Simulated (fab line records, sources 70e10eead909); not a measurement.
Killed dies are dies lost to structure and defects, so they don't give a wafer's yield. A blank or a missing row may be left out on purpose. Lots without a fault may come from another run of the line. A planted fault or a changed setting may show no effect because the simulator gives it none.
A struck lot beside a sound one | flow nand_harc | 42 steps out of a route of 1302
Sound: wafers L718.1, L718.3, L718.4. Struck: wafer L725.3. (L725.6 of the same lot was not struck and is left out.) The cause comes at the end.
At each step with rows: each side's tool, then ch and its chambers, then its first start. Under that, the readings that differ: sound wafers | struck wafers | difference of the means | sigmas: that difference in standard deviations of wafers without a fault.
alike: readings whose means differ by less than 2 such deviations, and words and numbers that are the same on both sides. not compared: withheld readings, readings that some wafer has no value for, bounds like >300 that may hide the same value, and numbers for which the record gives no deviation and whose values overlap.
The two part at a step that has a row with sigmas, a row that says differs or no value, or rows on one side only. Numbers that don't overlap but have no deviation are shown without sigmas and don't part them. A reading that every wafer of one side lacks parts them only if that side has two wafers or more.

first, 5 steps without rows for these wafers: NHARC_A_SGD_CUT_PRECLEAN_18 (cleans in SC1); NHARC_A_SGD_CUT_SRD_19; NHARC_A_SGD_CUT_DEP_20 (deposits SiO2, target thk 150 nm); NHARC_A_SGD_CUT_ANNEAL_27 (time 1800 s); NHARC_A_SGD_CUT_CMP_21 (polishes, target thk 148.19 nm).
NHARC_A_SGD_CUT_THK_MEAS_22: measures by ellipsometry.
  sound on film_metro-02, day 23 11:19; struck on film_metro-01, day 25 22:38
  reading     | sound             | struck | difference | sigmas
  thk_nm (nm) | 147.6 149.8 146.3 | 151.1  | +3.2       | +2
then, 2 steps without rows for these wafers: NHARC_A_SGD_CUT_SRD_23; NHARC_A_SGD_CUT_ETCH_26 (etches SiO2 in dHF, target depth 45.8 nm).
NHARC_A_SGD_CUT_ETCHBACK_24: etches the open film in CH3F/O2, target depth 50 nm, time 92.857 s.
  sound on rie_diel-02 ch 0,1,2, day 23 11:33; struck on rie_diel-06 ch 1, day 25 22:52
  alike: chamber_pressure_mTorr, drypump_motor_current_A, o2_flow_sccm, oes_product_au, rf_vpp_V, showerhead_plenum_p_Torr, throttle_valve_pct
  not compared: rf_hours_counter_h
then, 1 step without rows for these wafers: NHARC_A_SGD_CUT_STRIP_28 (strips in O2, time 20 s).
NHARC_A_SGD_CUT_INSPECT_25:
  sound on defect_inspect-01, day 23 11:47; struck on defect_inspect-01, day 25 23:19
  alike: raw_defect_count
then, 1 step without rows for these wafers: NHARC_A_SLIT_DEP_25 (deposits SiO2, target thk 200 nm).
NHARC_A_SLIT_DEP_00: deposits aC, target thk 6200 nm.
  sound on acl_dep-03 ch 0, day 23 12:12; struck on acl_dep-03 ch 0, day 26 06:04
  reading                | sound                | struck | difference | sigmas
  throttle_valve_pct (%) | 34.984 35.000 35.000 | 35.013 | +0.018     | +2
NHARC_A_SLIT_DEP_23: deposits SiON, target thk 100 nm.
  sound on pecvd-03 ch 0,2, day 23 16:01; struck on pecvd-04 ch 0, day 26 08:35
  reading            | sound       | struck | difference | sigmas
  heater_power_w (W) | 743 749 762 | 986    | +235       | +2
  alike: heater_power_outer_w
then, 8 steps without rows for these wafers: NHARC_A_SLIT_DEHYDRATE_01 (time 120 s); NHARC_A_SLIT_HMDS_02 (time 30 s); NHARC_A_SLIT_COAT_03 (resist thk 90 nm); NHARC_A_SLIT_SOFTBAKE_04 (time 55 s); NHARC_A_SLIT_EBR_05; NHARC_A_SLIT_EXPOSE_06 (exposes mask SLIT); NHARC_A_SLIT_PEB_07 (peb time 65 s); NHARC_A_SLIT_DEVELOP_08 (develop time 35 s).
NHARC_A_SLIT_CD_MEAS_09: target cd 300 nm.
  sound on cd_sem-02 ch 0, day 23 16:40; struck on cd_sem-01 ch 0, day 26 09:14
  alike: cd_nm
NHARC_A_SLIT_OVL_MEAS_10:
  sound on overlay-01, day 23 16:46; struck on overlay-02, day 26 09:19
  reading           | sound       | struck | difference | sigmas
  overlay_y_nm (nm) | 1.4 1.2 1.2 | -1.9   | -3.2       | -4
  alike: overlay_x_nm
NHARC_A_SLIT_INSPECT_11:
  sound on defect_inspect-02, day 23 16:47; struck on defect_inspect-01, day 26 09:21
  alike: raw_defect_count
then, 2 steps without rows for these wafers: NHARC_A_SLIT_DESCUM_14 (chemistry O2, time 3 s); NHARC_A_SLIT_ETCH_24 (etches the open film in CF4/CHF3, target depth 121 nm, time 60.5 s).
NHARC_A_SLIT_ETCH_15: etches the open film in O2/COS, target depth 6200 nm, time 1612 s.
  sound on rie_diel-01 ch 0,2,3; struck on rie_diel-01 ch 1, day 26 10:08
  alike: chamber_pressure_mTorr, drypump_motor_current_A, o2_flow_sccm, oes_product_au, rf_vpp_V, showerhead_plenum_p_Torr, throttle_valve_pct
  not compared: rf_hours_counter_h
then, 1 step without rows for these wafers: NHARC_A_SLIT_ETCH_17 (etches the open film in C4F8/O2/Ar, time 4254.5 s, target depth 20300 nm).
NHARC_A_SLIT_ETCH_26: etches the open film in C4F8/O2/Ar, time 90 s, target depth 400 nm.
  sound on har_etch-01 ch 0,1, day 23 21:42; struck on har_etch-01 ch 0, day 26 15:08
  alike: chamber_pressure_mTorr, drypump_motor_current_A, o2_flow_sccm, showerhead_plenum_p_Torr, throttle_valve_pct
  not compared: rf_hours_counter_h
then, 5 steps without rows for these wafers: NHARC_A_SLIT_STRIP_28 (strips in O2/COS); NHARC_A_SLIT_ETCH_29 (etches the open film in CF4/O2, target depth 100 nm, overetch 10 nm, time 55 s); NHARC_A_SLIT_STRIP_18 (strips in O2); NHARC_A_SLIT_PRECLEAN_19 (cleans in SC1); NHARC_A_SLIT_SRD_20.
NHARC_A_SLIT_CD_MEAS_21:
  sound on cd_sem-03, day 23 23:05; struck on cd_sem-03, day 26 16:44
  reading    | sound             | struck | difference | sigmas
  cd_nm (nm) | 290.5 290.7 290.1 | 287.9  | -2.5       | -3
then, 3 steps without rows for these wafers: NHARC_A_SIN_REMOVE_WET_00 (chemistry H3PO4, time 15300 s); NHARC_A_SIN_REMOVE_PRECLEAN_01 (cleans in SC1); NHARC_A_SIN_REMOVE_SRD_02.
NHARC_A_SIN_REMOVE_INSPECT_04:
  the record has rows for the sound wafers here (defect_inspect-01, day 24 05:43) and none for the struck ones
NHARC_A_WL_FILL_ALD_00: deposits Al2O3, target thk 3 nm, pulse time 3 s, ald cycles 30.
  the record has rows for the sound wafers here (ald_hk-04 ch 0,1,3, day 24 05:47) and none for the struck ones
-- the record jumps here: 5 days lie between the struck wafers' starts before and after (it left off in module A_WL_FILL and takes up again in module END, whose first step shown is number 1302 of the route) --
NHARC_END_SORT_01:
  the record has rows for the struck wafers here (prober-02 ch 0, day 31 06:00) and none for the sound ones

WHERE THEY PART
First at NHARC_A_SGD_CUT_THK_MEAS_22; last, within this record, at NHARC_END_SORT_01.

WHY: what the simulator had put in
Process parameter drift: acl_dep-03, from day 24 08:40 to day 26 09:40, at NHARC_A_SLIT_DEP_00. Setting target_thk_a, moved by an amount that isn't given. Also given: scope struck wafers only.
